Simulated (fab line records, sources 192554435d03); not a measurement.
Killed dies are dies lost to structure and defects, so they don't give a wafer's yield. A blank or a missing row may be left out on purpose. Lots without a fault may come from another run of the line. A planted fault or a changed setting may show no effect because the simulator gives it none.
One fault seen from 2 desks | flow n5_finfet | each desk has only its own numbers; what lay behind them comes last

THE METROLOGY DESK
What the gauges read, lot by lot, whatever tool the lot ran on: means of the sampled wafers that have a number. A lot is out of limits, marked OUT, if its mean lies more than 4 standard deviations from the usual mean; the brackets give that distance.
Columns: A = cd_nm at N5_MIM_BOT_LITHO_CD_MEAS_08, usual 3001.3 nm
lot  | first seen here | A
L589 | day 10 22:55    | 3004.6
L590 | day 11 22:05    | 3001.3
L592 | day 11 22:07    | 3001.9
L591 | day 12 03:34    | 3002.7
L599 | day 14 06:01    | 2995.8
L601 | day 15 02:49    | 2993.6
L602 | day 15 06:22    | 3001.9
L609 | day 16 09:31    | 3000.9
L606 | day 16 17:26    | 2999.9
L610 | day 17 05:23    | 2997.2
This desk's finding: nothing out of limits on any of the 10 lots.

THE TOOL OWNER'S DESK: krf_scanner-02
The tool's own readings at N5_MIM_BOT_LITHO_EXPOSE_05 (exposes mask MIM BOT): means of the sampled wafers that have a number, for each lot that ran on this tool. A lot is out of limits, marked OUT, if its mean lies more than 4 standard deviations from the usual mean; the brackets give that distance.
Columns: A = exposure_dose_mJ_cm2 at N5_MIM_BOT_LITHO_EXPOSE_05, usual 24.255; B = reticle_temp_C at N5_MIM_BOT_LITHO_EXPOSE_05, usual 22.99 C
lot  | first seen here | A                | B
L590 | day 11 21:55    | 24.266           | 23.00
L592 | day 11 21:56    | 24.271           | 22.97
L599 | day 14 05:51    | 23.431 (-33) OUT | 22.86
L601 | day 15 02:38    | 23.454 (-32) OUT | 22.88
This desk's finding: out of limits on L599, L601; first on L599, day 14 05:51 (exposure_dose_mJ_cm2 at N5_MIM_BOT_LITHO_EXPOSE_05). In limits: L590, L592.

PUT TOGETHER
The tool owner's desk could have raised an alarm at day 14 05:51, on L599, L601.
The metrology desk saw nothing out of limits.
The metrology desk has L599, L601 on record, within its limits.
Of the lots named, all ran N5_MIM_BOT_LITHO_EXPOSE_05 on krf_scanner-02.

WHAT THE SIMULATOR HAD PUT IN
Process parameter drift: krf_scanner-02, from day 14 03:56 on, at N5_MIM_BOT_LITHO_EXPOSE_05. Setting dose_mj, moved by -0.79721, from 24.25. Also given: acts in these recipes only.
Lots struck among those shown: L599, L601.
Hours from the fault's start to each desk's first reading out of limits: the tool owner's desk, 2.
